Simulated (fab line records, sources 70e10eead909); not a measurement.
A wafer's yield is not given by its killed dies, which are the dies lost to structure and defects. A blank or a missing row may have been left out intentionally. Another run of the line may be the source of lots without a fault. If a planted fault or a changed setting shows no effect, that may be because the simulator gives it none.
Matching of chambers | flow nandHarc | 4 sister chambers for NHARC_A_CONTACT_ALD_18 on aldMetal-01
The step deposits TiN, target thk 3 nm, pulse time 1 s, ald cycles 150. 4 wafers are shown with their chamber, then 8 later ones without.

== EACH WAFER AND ITS CHAMBER ==
wafer  | chamber | heaterPowerW (W)
L087.2 | 0       | 1140
L092.4 | 2       | 943
L092.5 | 1       | 1010
L094.2 | 3       | 1125

== WAFERS WITH NO CHAMBER GIVEN ==
wafer  | heaterPowerW (W)
L094.4 | 945
L094.5 | 921
L095.4 | 926
L095.5 | 1090
L095.6 | 1057
L097.1 | 1092
L097.2 | 1057
L097.5 | 1107

== CHAMBER TAKEN BY EACH ==
wafer  | from the rows above          | in truth
L094.4 | 2                            | 2
L094.5 | 2                            | 2
L095.4 | 2                            | 2
L095.5 | can't be placed: 3 or 0 or 1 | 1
L095.6 | can't be placed: 1 or 3 or 0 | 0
L097.1 | can't be placed: 3 or 0 or 1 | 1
L097.2 | can't be placed: 1 or 3 or 0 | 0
L097.5 | can't be placed: 3 or 0      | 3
Correctly placed: 3 of 8. These rows do not allow placing 5 (true chamber among the candidates in 5). Number placed wrongly: 0.
How it was worked out, from the rows above alone: a wafer's distance from a chamber is the root of the sum, over the readings, of the square of ((its reading less the chamber's mean) divided by the reading's scatter). If the next closest chamber is less than 2 further off than the closest, the wafer can't be placed; otherwise it belongs to the closest. Each chamber's mean is taken over the wafers shown for it. The scatter: root of mean squared gap, hidden wafer to nearest shown wafer, with one shown wafer a chamber.
